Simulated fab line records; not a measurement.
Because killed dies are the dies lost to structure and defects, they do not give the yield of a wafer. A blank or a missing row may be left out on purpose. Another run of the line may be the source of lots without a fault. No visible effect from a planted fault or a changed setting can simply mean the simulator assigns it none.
Matching of chambers :: flow nandHarc :: NHARC_A_STAIRCASE_ALD_420 on aldHk-04: 4 sister chambers
The step deposits SiO2, target thk 20 nm, pulse time 6 s, ald cycles 200. 7 wafers are shown with their chamber, then 7 later ones without.

== WAFERS WITH THEIR CHAMBER ==
wafer: L083.5
chamber: 0
heaterPowerW (W): 437
precursorPulseHeightRel: 1.031

wafer: L084.1
chamber: 2
heaterPowerW (W): 436
precursorPulseHeightRel: 0.978

wafer: L087.1
chamber: 1
heaterPowerW (W): 496
precursorPulseHeightRel: 0.986

wafer: L087.4
chamber: 2
heaterPowerW (W): 426
precursorPulseHeightRel: 0.998

wafer: L087.6
chamber: 3
heaterPowerW (W): 453
precursorPulseHeightRel: 0.998

wafer: L088.1
chamber: 1
heaterPowerW (W): 493
precursorPulseHeightRel: 1.037

wafer: L088.3
chamber: 3
heaterPowerW (W): 451
precursorPulseHeightRel: 1.008

== WAFERS WITHOUT THEIR CHAMBER ==
wafer: L088.5
heaterPowerW (W): 456
precursorPulseHeightRel: 1.000

wafer: L096.3
heaterPowerW (W): 419
precursorPulseHeightRel: 0.991

wafer: L096.5
heaterPowerW (W): 458
precursorPulseHeightRel: 0.992

wafer: L096.6
heaterPowerW (W): 519
precursorPulseHeightRel: 0.978

wafer: L097.1
heaterPowerW (W): 445
precursorPulseHeightRel: 0.983

wafer: L097.5
heaterPowerW (W): 453
precursorPulseHeightRel: 1.048

wafer: L097.6
heaterPowerW (W): 509
precursorPulseHeightRel: 1.014

== WHICH CHAMBER EACH WENT THROUGH ==
wafer: L088.5
from the rows above: 3
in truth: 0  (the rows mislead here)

wafer: L096.3
from the rows above: can't be placed: 2 or 0
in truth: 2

wafer: L096.5
from the rows above: 3
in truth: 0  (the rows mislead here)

wafer: L096.6
from the rows above: 1
in truth: 1

wafer: L097.1
from the rows above: can't be placed: 3 or 0 or 2
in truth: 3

wafer: L097.5
from the rows above: can't be placed: 3 or 0
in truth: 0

wafer: L097.6
from the rows above: 1
in truth: 1
Placed correctly: 2 of 7. Unplaceable from these rows: 3, with the true chamber sitting among the candidates in 3. Number placed wrongly: 2.
How it was worked out, from the rows above alone: a wafer's distance from a chamber is the root of the sum, over the readings, of the square of ((its reading less the chamber's mean) divided by the reading's scatter). If the next closest chamber is less than 2 further off than the closest, the wafer can't be placed; otherwise it belongs to the closest. The mean given for a chamber averages the wafers shown for that chamber. The scatter is the square root of a quotient: the sum, over the shown wafers, of each reading's squared deviation from its chamber's mean, divided by wafers minus chambers.
